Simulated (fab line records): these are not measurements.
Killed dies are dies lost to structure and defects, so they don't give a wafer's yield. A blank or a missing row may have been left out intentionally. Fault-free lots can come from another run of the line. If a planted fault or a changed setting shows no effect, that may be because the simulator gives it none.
fab line records + flow nand-harc
record:
- lots: 13
- wafers: 39
- last-day: 34
route steps=1302 shown P_M2@349 A_BONDPAD@1225 THIN_TSV@1298 END@1302
lots that met no fault: from a run of the same line without faults
start-h: the number of hours between the record's first day and the start of the first shown wafer of the lot + wait-h: how many hours have passed since the lot's step before this one + " same as the row above + L1.1+2: a row that stands for several wafers + - no value, or no start given + * or withheld: withheld + < > ~ a bound
route shown NAME@n: a module of which the file shows steps, and the number in the route of the first + usual: the fault-free wafers' mean and standard deviation + same: alike in all rows + chamber/n: place in a boat + sites: per-site readings + _std_site: standard deviation of those values + _edge_site: outer sites' mean less inner sites' + radius-mm: for every site, how far away it sits from the centre of the wafer + mask NAME#n: copy n + behind: the tool/chamber that last shaped the wafer + hold: the reason the lot was held/the length of the hold in hours/how it ended + device: the transistor (n, p or np) that didn't switch + end of line: at the end of the route, the tests of the same wafers + where a step has no rows: the recipe by itself + killed: at the first sort, the dies lost to defects and structure; wafer yield is something else + map: a wafer's dies, marking killed ones x, the rest . and places with no die _
set.NAME: setting as actually run; set.NAME@STEP: the setting as run at that earlier step + model.NAME: the simulator's own value behind a step, which no gauge read
route steps across a sampled set of lots; one table per step, one row per wafer
services: the hour from which a tool's chamber was out of use, counted from the record's first day as start-h (under 0 if before that day), plus the number of hours and why
== steps ==
step: NHARC_P_M2_PRE_CLEAN_32
recipe:
- time-s: 12
- temp-c: 370
- rf-power-w: 300
- gas: NH3
usual:
- heater-power-w: 654/84
- rf-fwd-power-W: 292.5/0.95
| lot.wafer | tool     | chamber | start-h | wait-h | heater-power-w | rf-fwd-power-W |
|-----------|----------|---------|---------|--------|----------------|----------------|
| L286.2    | pecvd-03 | 0       | 140.83  | 0.1    | 731            | 291.4          |
| L286.3    | "        | 2       | "       | "      | 690            | 292.3          |
| L286.6    | "        | 2       | "       | "      | 670            | 292.2          |
| L287.2    | pecvd-03 | 2       | 154.73  | 0.1    | 777            | 292.6          |
| L287.3    | "        | 0       | "       | "      | 669            | 293.0          |
| L287.1    | "        | 1       | "       | "      | 545            | 291.6          |
| L289.2    | pecvd-01 | 2       | 175.45  | 0.1    | 786            | 291.2          |
| L289.4    | "        | 2       | "       | "      | 786            | 292.8          |
| L289.6    | "        | 0       | "       | "      | 659            | 293.1          |
| L290.1    | pecvd-01 | 2       | 184.88  | 0.1    | 780            | 291.6          |
| L290.2    | "        | 0       | "       | "      | 645            | 294.9          |
| L290.4    | "        | 1       | "       | "      | 573            | 293.7          |
| L292.3    | pecvd-01 | 2       | 203.11  | 0.1    | 752            | 291.9          |
| L292.1    | "        | 0       | "       | "      | 659            | 293.2          |
| L292.4    | "        | 0       | "       | "      | 643            | 293.4          |
| L293.4    | pecvd-01 | 2       | 212.19  | 0.1    | 698            | 292.6          |
| L293.5    | "        | 0       | "       | "      | 707            | 290.6          |
| L293.6    | "        | 1       | "       | "      | 571            | 294.3          |
| L301.2    | pecvd-01 | 2       | 299.89  | 0.1    | 774            | 293.2          |
| L301.1    | "        | 0       | "       | "      | 623            | 291.7          |
| L301.6    | "        | 1       | "       | "      | 582            | 293.3          |
| L302.2    | pecvd-03 | 1       | 313.41  | 0.1    | 482            | 293.7          |
| L302.4    | "        | 2       | "       | "      | 647            | 291.9          |
| L302.5    | "        | 0       | "       | "      | 730            | 292.7          |
| L303.2    | pecvd-02 | 0       | 321.51  | 0.1    | 586            | 292.3          |
| L303.1    | "        | 2       | "       | "      | 554            | 292.7          |
| L303.4    | "        | 0       | "       | "      | 591            | 292.3          |
| L304.3    | pecvd-01 | 2       | 328.31  | 0.1    | 799            | 291.0          |
| L304.4    | "        | 0       | "       | "      | 699            | 291.9          |
| L304.5    | "        | 1       | "       | "      | 670            | 293.0          |
| L305.3    | pecvd-03 | 0       | 332.03  | 0.1    | 764            | 292.1          |
| L305.1    | "        | 1       | "       | "      | 550            | 292.9          |
| L305.4    | "        | 1       | "       | "      | 556            | 292.0          |
| L306.5    | pecvd-02 | 2       | 343.67  | 0.1    | 543            | 293.3          |
| L306.4    | "        | 0       | "       | "      | 699            | 292.0          |
| L306.6    | "        | 1       | "       | "      | 672            | 291.8          |
| L308.2    | pecvd-01 | 0       | 358.27  | 0.1    | 746            | 290.4          |
| L308.4    | "        | 1       | "       | "      | 698            | 291.1          |
| L308.6    | "        | 0       | "       | "      | 740            | 293.0          |
step: NHARC_A_BONDPAD_DEGAS_25
recipe:
- temp-c: 300
- time-s: 60
usual:
- heater-power-w: 486/41
| lot.wafer | tool           | chamber | start-h | wait-h | heater-power-w |
|-----------|----------------|---------|---------|--------|----------------|
| L286.3    | pvd-sputter-02 | -       | 539.10  | -      | 486            |
| L286.2    | "              | -       | "       | "      | 433            |
| L286.6    | "              | -       | "       | "      | 466            |
| L287.1    | pvd-sputter-03 | -       | 555.21  | -      | 527            |
| L287.2    | "              | -       | "       | "      | 439            |
| L287.3    | "              | -       | "       | "      | 452            |
| L289.2    | pvd-sputter-01 | -       | 560.69  | -      | 494            |
| L289.4    | "              | -       | "       | "      | 516            |
| L289.6    | "              | -       | "       | "      | 516            |
| L290.2    | pvd-sputter-03 | -       | 576.87  | -      | 493            |
| L290.4    | "              | -       | "       | "      | 537            |
| L290.1    | "              | -       | "       | "      | 465            |
| L293.4    | pvd-sputter-02 | -       | 609.08  | -      | 470            |
| L293.5    | "              | -       | "       | "      | 450            |
| L293.6    | "              | -       | "       | "      | 522            |
| L292.3    | pvd-sputter-01 | -       | 609.65  | -      | 501            |
| L292.1    | "              | -       | "       | "      | 401            |
| L292.4    | "              | -       | "       | "      | 535            |
| L301.1    | pvd-sputter-02 | -       | 694.38  | -      | 560            |
| L301.2    | "              | -       | "       | "      | 498            |
| L301.6    | "              | -       | "       | "      | 472            |
| L302.2    | pvd-sputter-02 | -       | 705.19  | -      | 506            |
| L302.4    | "              | -       | "       | "      | 433            |
| L302.5    | "              | -       | "       | "      | 494            |
| L303.2    | pvd-sputter-01 | -       | 717.11  | -      | 391            |
| L303.1    | "              | -       | "       | "      | 522            |
| L303.4    | "              | -       | "       | "      | 476            |
| L305.4    | pvd-sputter-02 | -       | 719.86  | -      | 477            |
| L305.3    | "              | -       | "       | "      | 493            |
| L305.1    | "              | -       | "       | "      | 438            |
| L304.4    | pvd-sputter-01 | -       | 726.67  | -      | 496            |
| L304.3    | "              | -       | "       | "      | 402            |
| L304.5    | "              | -       | "       | "      | 520            |
| L306.4    | pvd-sputter-01 | -       | 748.11  | -      | 478            |
| L306.6    | "              | -       | "       | "      | 530            |
| L306.5    | "              | -       | "       | "      | 493            |
| L308.4    | pvd-sputter-03 | -       | 773.89  | -      | 547            |
| L308.2    | "              | -       | "       | "      | 460            |
| L308.6    | "              | -       | "       | "      | 504            |
step: NHARC_A_BONDPAD_CMP_19
recipe:
- t-overpolish-s: 30
- cu-recess-touch-s: 16
- target-thk-nm: 169.82
usual:
- motor-current-A: 11.6/0.7
- overpolish-run-s: 30.001/0.01
| lot.wafer | tool   | chamber | start-h | wait-h | motor-current-A | overpolish-run-s |
|-----------|--------|---------|---------|--------|-----------------|------------------|
| L286.2    | cmp-03 | 2       | 540.20  | -      | 10.5            | 30.004           |
| L286.3    | "      | 3       | "       | "      | 10.5            | 30.019           |
| L286.6    | "      | 2       | "       | "      | 11.2            | 30.007           |
| L287.1    | cmp-02 | 2       | 556.30  | -      | 11.6            | 29.998           |
| L287.2    | "      | 3       | "       | "      | 11.0            | 29.981           |
| L287.3    | "      | 1       | "       | "      | 12.5            | 29.984           |
| L289.4    | cmp-01 | 3       | 561.84  | -      | 10.3            | 30.007           |
| L289.2    | "      | 0       | "       | "      | 13.0            | 29.997           |
| L289.6    | "      | 3       | "       | "      | 11.0            | 30.009           |
| L290.2    | cmp-02 | 3       | 577.96  | -      | 11.4            | 30.014           |
| L290.4    | "      | 0       | "       | "      | 12.8            | 30.016           |
| L290.1    | "      | 2       | "       | "      | 11.5            | 29.984           |
| L293.4    | cmp-02 | 3       | 610.18  | -      | 11.4            | 30.011           |
| L293.6    | "      | 2       | "       | "      | 11.3            | 30.000           |
| L293.5    | "      | 3       | "       | "      | 11.0            | 29.999           |
| L292.4    | cmp-03 | 2       | 610.72  | -      | 11.4            | 29.994           |
| L292.3    | "      | 3       | "       | "      | 11.1            | 29.988           |
| L292.1    | "      | 0       | "       | "      | 11.0            | 30.007           |
| L301.1    | cmp-03 | 1       | 695.60  | -      | 11.9            | 29.991           |
| L301.2    | "      | 2       | "       | "      | 11.3            | 29.990           |
| L301.6    | "      | 1       | "       | "      | 11.2            | 29.993           |
| L302.4    | cmp-02 | 3       | 706.45  | -      | 10.7            | 30.009           |
| L302.2    | "      | 2       | "       | "      | 11.3            | 29.998           |
| L302.5    | "      | 0       | "       | "      | 12.3            | 30.005           |
| L303.4    | cmp-01 | 1       | 718.18  | -      | 11.9            | 30.011           |
| L303.2    | "      | 3       | "       | "      | 10.9            | 30.005           |
| L303.1    | "      | 0       | "       | "      | 12.9            | 29.990           |
| L305.3    | cmp-03 | 1       | 720.95  | -      | 11.9            | 29.999           |
| L305.1    | "      | 2       | "       | "      | 11.3            | 30.001           |
| L305.4    | "      | 0       | "       | "      | 11.8            | 30.003           |
| L304.4    | cmp-03 | 3       | 727.74  | -      | 11.0            | 29.996           |
| L304.3    | "      | 2       | "       | "      | 10.7            | 30.006           |
| L304.5    | "      | 0       | "       | "      | 11.7            | 29.981           |
| L306.4    | cmp-03 | 2       | 749.70  | -      | 11.0            | 30.004           |
| L306.6    | "      | 1       | "       | "      | 11.8            | 30.009           |
| L306.5    | "      | 2       | "       | "      | 10.6            | 30.000           |
| L308.4    | cmp-03 | 0       | 774.98  | -      | 12.0            | 30.002           |
| L308.2    | "      | 2       | "       | "      | 10.2            | 30.011           |
| L308.6    | "      | 3       | "       | "      | 10.8            | 30.007           |
step: NHARC_THIN_TSV_CD_MEAS_37
usual:
- cd-nm: 5000/3.6
| lot.wafer | tool      | chamber | start-h | wait-h | cd-nm |
|-----------|-----------|---------|---------|--------|-------|
| L286.2    | cd-sem-03 | -       | 559.76  | -      | 5004  |
| L286.3    | "         | -       | "       | "      | 5002  |
| L286.6    | "         | -       | "       | "      | 5005  |
| L287.1    | cd-sem-03 | -       | 576.96  | -      | 5002  |
| L287.2    | "         | -       | "       | "      | 5000  |
| L287.3    | "         | -       | "       | "      | 4999  |
| L289.2    | cd-sem-02 | -       | 584.18  | -      | 5002  |
| L289.4    | "         | -       | "       | "      | 5005  |
| L289.6    | "         | -       | "       | "      | 4997  |
| L290.1    | cd-sem-02 | -       | 598.39  | -      | 5003  |
| L290.2    | "         | -       | "       | "      | 5006  |
| L290.4    | "         | -       | "       | "      | 4998  |
| L293.4    | cd-sem-02 | -       | 630.36  | -      | 4994  |
| L293.5    | "         | -       | "       | "      | 4997  |
| L293.6    | "         | -       | "       | "      | 5000  |
| L292.1    | cd-sem-02 | -       | 631.52  | -      | 4996  |
| L292.3    | "         | -       | "       | "      | 4996  |
| L292.4    | "         | -       | "       | "      | 4997  |
| L301.1    | cd-sem-01 | -       | 716.55  | -      | 5001  |
| L301.2    | "         | -       | "       | "      | 4999  |
| L301.6    | "         | -       | "       | "      | 5002  |
| L302.2    | cd-sem-02 | -       | 726.40  | -      | 4998  |
| L302.4    | "         | -       | "       | "      | 4999  |
| L302.5    | "         | -       | "       | "      | 4998  |
| L303.1    | cd-sem-03 | -       | 738.87  | -      | 5000  |
| L303.2    | "         | -       | "       | "      | 5000  |
| L303.4    | "         | -       | "       | "      | 5001  |
| L305.1    | cd-sem-03 | -       | 740.12  | -      | 4996  |
| L305.3    | "         | -       | "       | "      | 5001  |
| L305.4    | "         | -       | "       | "      | 4997  |
| L304.3    | cd-sem-01 | -       | 754.73  | -      | 5003  |
| L304.4    | "         | -       | "       | "      | 5004  |
| L304.5    | "         | -       | "       | "      | 5002  |
| L306.4    | cd-sem-03 | -       | 770.17  | -      | 5000  |
| L306.5    | "         | -       | "       | "      | 5002  |
| L306.6    | "         | -       | "       | "      | 5001  |
| L308.2    | cd-sem-03 | -       | 794.95  | -      | 5002  |
| L308.4    | "         | -       | "       | "      | 5001  |
| L308.6    | "         | -       | "       | "      | 5004  |
step: NHARC_END_SORT_01
recipe:
- temp-c: 25
usual:
- defect-limited-yield: 90.5/2.4
- killed-at-array: 59/16
- killed-at-other: 0.7/1.1
- killed-at-periphery: 4/3
- killed-dies: 64/16
- killed-open: 3.4/1.8
- killed-short: 2.6/1.7
same:
- gross-dies: 677
| lot.wafer | tool      | chamber | start-h | wait-h | defect-limited-yield[%] | killed-at-array | killed-at-other | killed-at-periphery | killed-dies | killed-open | killed-short |
|-----------|-----------|---------|---------|--------|-------------------------|-----------------|-----------------|---------------------|-------------|-------------|--------------|
| L293.4    | prober-02 | 0       | 641.44  | 3.4    | 93.1                    | 33              | 0               | 14                  | 47          | 5           | 3            |
| L293.5    | prober-02 | 0       | 642.24  | 3.7    | 82.1                    | 22              | 0               | 99                  | 121         | 1           | 0            |
| L293.6    | prober-02 | 0       | 643.04  | 4.0    | 93.8                    | 34              | 0               | 8                   | 42          | 2           | 3            |
killed by level:class
L293.4 P_GATE:chamber-film-flake=9 A_CHANNEL_HOLE_D2:chamber-film-flake=9 A_CHANNEL_HOLE_D1:chamber-film-flake=5 A_CONTACT:chamber-film-flake=5 A_STAIRCASE:chamber-film-flake=3 A_M0:geometric-particle:open=2 P_STI:chamber-film-flake=2 A_ZERO_WELL:chamber-film-flake=2
L293.5 P_M2:unspecified=91 A_CHANNEL_HOLE_D2:chamber-film-flake=8 P_GATE:chamber-film-flake=5 A_CONTACT:chamber-film-flake=4 P_ZERO_WELL:chamber-film-flake=2 A_CHANNEL_HOLE_D1:chamber-film-flake=2 A_STAIRCASE:chamber-film-flake=2 A_SLIT:chamber-film-flake=2
L293.6 A_CONTACT:chamber-film-flake=12 A_CHANNEL_HOLE_D1:chamber-film-flake=5 A_CHANNEL_HOLE_D2:chamber-film-flake=5 P_GATE:chamber-film-flake=4 A_DECK1_JOINT:chamber-film-flake=3 A_STAIRCASE:chamber-film-flake=3 P_ZERO_WELL:chamber-film-flake=2 A_ONON_D1:geometric-particle:short=1
== services ==
| tool     | chamber | start-h | hours | kind   |
|----------|---------|---------|-------|--------|
| pecvd-01 | -       | 130.02  | 13.0  | pm     |
| cmp-03   | -       | 140.12  | 1.6   | repair |
| pecvd-01 | -       | 158.85  | 11.0  | repair |
| cmp-03   | -       | 161.99  | 0.5   | repair |
| cmp-03   | -       | 167.02  | 2.4   | repair |
| pecvd-01 | 2       | 212.47  | 5.8   | repair |
| cmp-03   | -       | 236.16  | 0.3   | repair |
| cmp-03   | -       | 260.47  | 4.0   | pm     |
| cmp-03   | -       | 278.88  | 0.9   | repair |
| pecvd-01 | -       | 290.25  | 0.8   | repair |
| pecvd-01 | -       | 311.06  | 13.0  | pm     |
| cmp-03   | -       | 342.52  | 6.0   | repair |
| cmp-03   | -       | 351.78  | 2.2   | repair |
| cmp-03   | -       | 358.47  | 4.0   | pm     |
| cmp-03   | -       | 412.15  | 2.4   | repair |
| cmp-03   | -       | 428.62  | 3.0   | repair |
| cmp-03   | -       | 456.47  | 4.0   | pm     |
| pecvd-01 | -       | 492.06  | 13.0  | pm     |
| cmp-03   | -       | 516.60  | 0.9   | repair |
| pecvd-01 | 0       | 516.80  | 8.8   | repair |
| cmp-03   | -       | 554.47  | 4.0   | pm     |
| cmp-03   | -       | 562.91  | 2.7   | repair |
| cmp-03   | -       | 570.47  | 0.8   | repair |
| cmp-03   | -       | 589.21  | 3.3   | repair |
== key ==
first-sign:
- step: NHARC_END_SORT_01
- reading: killed-at-periphery
- direction: up
- sigmas: 31
- usual: 4
- struck: 99
effect:
- step: NHARC_END_SORT_01
- reading: defect-limited-yield
- direction: down
- sigmas: 3.5
- usual: 90.5
- struck: 82.1
more-kills-born-at:
- NHARC_P_M2_PRE_CLEAN_32@pecvd-01: 91
met-at NHARC_P_M2_PRE_CLEAN_32
struck-lots L293
struck-wafers L293.5
not-acting-at NHARC_A_BONDPAD_DEGAS_25,NHARC_A_BONDPAD_CMP_19,NHARC_THIN_TSV_CD_MEAS_37
onset-between 203.11 212.19
fault:
- kind: chamber-particle-source
- tool: pecvd-01
- chamber: 0
- onset-h: 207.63
- steps: NHARC_P_M2_PRE_CLEAN_32
- rate-per-visit-cm2: 1.3803
- end-h: 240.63
